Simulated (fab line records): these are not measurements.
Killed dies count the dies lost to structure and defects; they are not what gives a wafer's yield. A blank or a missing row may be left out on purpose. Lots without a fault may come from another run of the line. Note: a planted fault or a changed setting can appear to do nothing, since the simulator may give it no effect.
Comparing a struck lot with a sound one | flow n5 finfet | 17 out of 1938 route steps
Sound: the wafers L790.1, L790.5, L790.6. Struck: wafers L787.1, L787.2, L787.6. At the end, the cause is stated.
For every step that has rows: the tool of each side, followed by ch and its chambers, followed by its first start. Under that, the readings that differ: sound wafers | struck wafers | difference of the means | sigmas: that difference in standard deviations of wafers without a fault.
alike: a reading whose means differ by less than 2 such deviations, as well as words and numbers matching on both sides. not compared: withheld readings; readings where some wafer has no value; bounds like >300 that might hide an equal value; numbers whose values overlap and for which the record gives no deviation.
The two part at a step that has a row with sigmas, a row that says differs or no value, or rows on one side only. Numbers that have no deviation but don't overlap get no sigmas and don't part them. A reading missing from all wafers of one side parts the sides only when that side holds two or more wafers.

N5_BEOL_M0_SAQP_ETCH_49: etches SiO2 in CF4/O2, target depth 37 nm.
  sound on rie diel-03 ch 0,1, day 8 14:20; struck on rie diel-06 ch 0,2,3, day 8 01:49
  alike: drypump motor current A, oes product au, rf vpp V, showerhead plenum p Torr, throttle valve pct
  not compared: rf hours counter h
N5_BEOL_M0_SAQP_STRIP_75: strips in CF4.
  sound on rie diel-03 ch 0,1, day 8 14:26; struck on rie diel-06 ch 0,2,3, day 8 01:55
  alike: drypump motor current A, oes product au, rf vpp V, showerhead plenum p Torr, throttle valve pct
  not compared: rf hours counter h
then, 7 steps without rows for these wafers: N5_BEOL_M0_CUTY_COAT_50 (time 60 s, resist thk 15 nm); N5_BEOL_M0_CUTY_COAT_51 (resist thk 150 nm); N5_BEOL_M0_CUTY_EBR_52; N5_BEOL_M0_CUTY_SOFTBAKE_53 (time 60 s); N5_BEOL_M0_CUTY_EXPOSE_54 (exposes mask M0 ABLK); N5_BEOL_M0_CUTY_PEB_55 (peb time 60 s); N5_BEOL_M0_CUTY_DEVELOP_56 (develop time 30 s).
N5_BEOL_M0_CUTY_CD_MEAS_57: the cd target is 200 nm.
  sound on cd sem-01 ch 0, day 8 14:49; struck on cd sem-01 ch 0, day 8 02:11
  alike: cd nm
N5_BEOL_M0_CUTY_OVL_MEAS_58:
  sound on overlay-01 ch 0, day 8 14:51; struck on overlay-01 ch 0, day 8 02:14
  alike: M0_ABLK_OVL
N5_BEOL_M0_CUTY_INSPECT_59: inspects for defects (macro).
  sound on defect inspect-02, day 8 14:52; struck on defect inspect-01, day 8 02:15
  alike: raw defect count
N5_BEOL_M0_CUTY_DESCUM_61: chemistry O2, time 7.9 s.
  sound on rie diel-02 ch 0,2, day 8 14:56; struck on rie diel-01 ch 1,3, day 8 02:22
  reading                                                 | sound             | struck        | difference | sigmas
  model.CAR-ArF-block_of_BEOL_M0_CUTY_COAT_51.thk nm (nm) | 143.2 143.4 143.2 | 142 142 142.4 | -1         |
  alike: drypump motor current A, oes product au, rf vpp V, showerhead plenum p Torr, throttle valve pct
  not compared: rf hours counter h
N5_BEOL_M0_CUTY_ETCH_62: etches SiARC in CF4, time 58.5 s.
  sound on rie diel-02 ch 0,2, day 8 14:58; struck on rie diel-01 ch 1,3, day 8 02:24
  reading                                                 | sound             | struck        | difference | sigmas
  model.CAR-ArF-block_of_BEOL_M0_CUTY_COAT_51.thk nm (nm) | 118.2 118.2 118.2 | 117 117 117.2 | -1         |
  alike: drypump motor current A, etch rf on time s, oes product au, rf vpp V, showerhead plenum p Torr, throttle valve pct
  not compared: rf hours counter h
N5_BEOL_M0_CUTY_ETCH_63: etches SOC in N2/H2, target depth 82.7 nm, overetch 16.5 nm, time 124 s.
  sound on rie diel-02 ch 0,2, day 8 15:01; struck on rie diel-01 ch 1,3, day 8 02:27
  alike: drypump motor current A, oes product au, rf vpp V, showerhead plenum p Torr, throttle valve pct
  not compared: rf hours counter h
-- here the record skips 2 days between the struck wafers' starts before and after, leaving off in module BEOL_M0_CUTY and picking up in module BEOL_M4 (first step shown: number 1111 of the route) --
N5_BEOL_M4_RC_MEAS_101:
  sound on prober-01 ch 0, day 10 11:02; struck on prober-02 ch 0, day 10 02:29
  alike: DIBL_N, DIBL_P, IOFF_N, IOFF_P, ION_N, ION_P, SS_N, SS_P, VT_N, VT_P
N5_PASSIVATION_PROBE_49:
  the record has rows for the sound wafers here (prober-02, day 14 14:30) and none for the struck ones

WHERE THEY PART
Within this record, at N5_PASSIVATION_PROBE_49 only.

WHY: whatever the simulator had introduced
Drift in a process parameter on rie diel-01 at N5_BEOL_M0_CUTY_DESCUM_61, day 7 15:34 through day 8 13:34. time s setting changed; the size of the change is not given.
